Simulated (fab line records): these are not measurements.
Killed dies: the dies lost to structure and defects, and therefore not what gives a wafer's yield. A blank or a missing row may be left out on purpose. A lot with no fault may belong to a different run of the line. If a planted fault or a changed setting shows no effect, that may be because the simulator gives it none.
Lot-split experiment	flow n5Finfet	21 wafers read across 7 lots, on a route 1938 steps long

SPLIT DETAILS
At N5_BEOL_M7_COAT_71 (time 60 s, resist thk 5 nm), the setting spinRpm was moved away from the recipe's 1500 rpm on 12 of the 21 wafers read, by -10.1% to +9.1%. For the rest of the wafers, this setting stayed at what the recipe calls for.

SPLIT TO READING: what lies between them in the file, 1 step
- N5_BEOL_M7_DESCUM_33: chemistry O2, time 7 s (also split here: timeS)

THE READING
etch.depthNm (the simulator's own value, which no gauge read), in nm, at N5_BEOL_M7_ETCH_72 (etches underlayer in N2/H2, target depth 6.5 nm, time 5.2 s). No usual value for it is given in the file. Average 5.002 nm, standard deviation 0.013 nm, over the 9 wafers here run with the recipe.

wafer	tool, chamber at the split	spinRpm as run, rpm	against the recipe	etch.depthNm, nm	against lot-mates on the recipe
L080.2	lithoTrack-03, 0	1380	-8.0%	5.207	+0.209
L080.3	lithoTrack-03, 0	1380	-8.0%	5.213	+0.215
L080.6	lithoTrack-03, 0	1500	recipe	4.998	-
L083.4	lithoTrack-02, 0	1349	-10.1%	5.281	no lot-mate on the recipe
L083.5	lithoTrack-02, 0	1349	-10.1%	5.285	no lot-mate on the recipe
L083.6	lithoTrack-02, 0	1349	-10.1%	5.299	no lot-mate on the recipe
L084.1	lithoTrack-04, 0	1500	recipe	4.996	-
L084.2	lithoTrack-04, 0	1500	recipe	4.994	-
L084.4	lithoTrack-04, 0	1500	recipe	4.989	-
L085.1	lithoTrack-04, 0	1500	recipe	4.996	-
L085.3	lithoTrack-04, 0	1374	-8.4%	5.22	+0.226
L085.4	lithoTrack-04, 0	1500	recipe	4.992	-
L086.1	lithoTrack-03, 0	1409	-6.1%	5.189	+0.159
L086.2	lithoTrack-03, 0	1500	recipe	5.03	-
L086.5	lithoTrack-03, 0	1409	-6.1%	5.184	+0.154
L088.3	lithoTrack-04, 0	1500	recipe	5.02	-
L088.4	lithoTrack-04, 0	1637	+9.1%	4.794	-0.226
L088.6	lithoTrack-04, 0	1637	+9.1%	4.785	-0.235
L092.2	lithoTrack-02, 0	1420	-5.3%	5.135	+0.136
L092.3	lithoTrack-02, 0	1500	recipe	4.999	-
L092.5	lithoTrack-02, 0	1420	-5.3%	5.14	+0.141

THE FIT
A straight line over all 21 wafers: etch.depthNm changes by -0.0262 nm for each +1% of spinRpm; r = -0.99; the points scatter about the line by 0.016 nm.
The same after taking each lot's own level away (the mean of its wafers on the recipe; 18 wafers): -0.0259 nm for each +1%; r = -1.00; scatter 0.004 nm.
The reading moves by 0.26 nm for the largest change in spinRpm, on that fit.
The span of the lots' own levels, 4.9930 to 5.0300 nm, comes to 2.8 times the standard deviation stated above.
The two slopes agree, so the slope changes little with the lot-to-lot level.
Check: with one of the wafers moved furthest among these (+9.1%) left out of the fit, the line predicts -0.238 nm for it against its lot-mates. It came out at -0.226 nm against them.

OTHER SPLITS APPLIED TO THESE WAFERS
Note: prior to the reading, these wafers also went through further splits. Each is held against what the fit with the lots' levels taken away leaves over:
other split on the same wafers	wafers away from the commonest value	r with etch.depthNm (lot level and that fit taken away)
N5_BEOL_M6_EXPOSE_08 doseMj	8	+0.20
N5_BEOL_M7_DESCUM_33 timeS	9	+0.07

THE WHOLE CHAIN: every reading that the file lists as answering this split, in the file's order
step	what it does	reading	change (the file's fit)	r (the file's)
N5_BEOL_M7_ETCH_72	etches underlayer in N2/H2, target depth 6.5 nm, time 5.2 s	etch.depthNm (the simulator's own value, which no gauge read)	-0.0261 nm for each +1% of the setting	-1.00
N5_BEOL_M7_ETCH_65	etches SiARC in CF4, target depth 15.6 nm, time 26 s	CAR-EUV_of_BEOL_M7_COAT_22.thkNm (the simulator's own value, which no gauge read)	not straight: 10.8 at the lowest setting, 11.51 at the recipe, 11.4 at the highest	not given

THE FILE'S OWN FIT
etch.depthNm changes by -0.0261 nm for each +1% of spinRpm, r = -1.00.
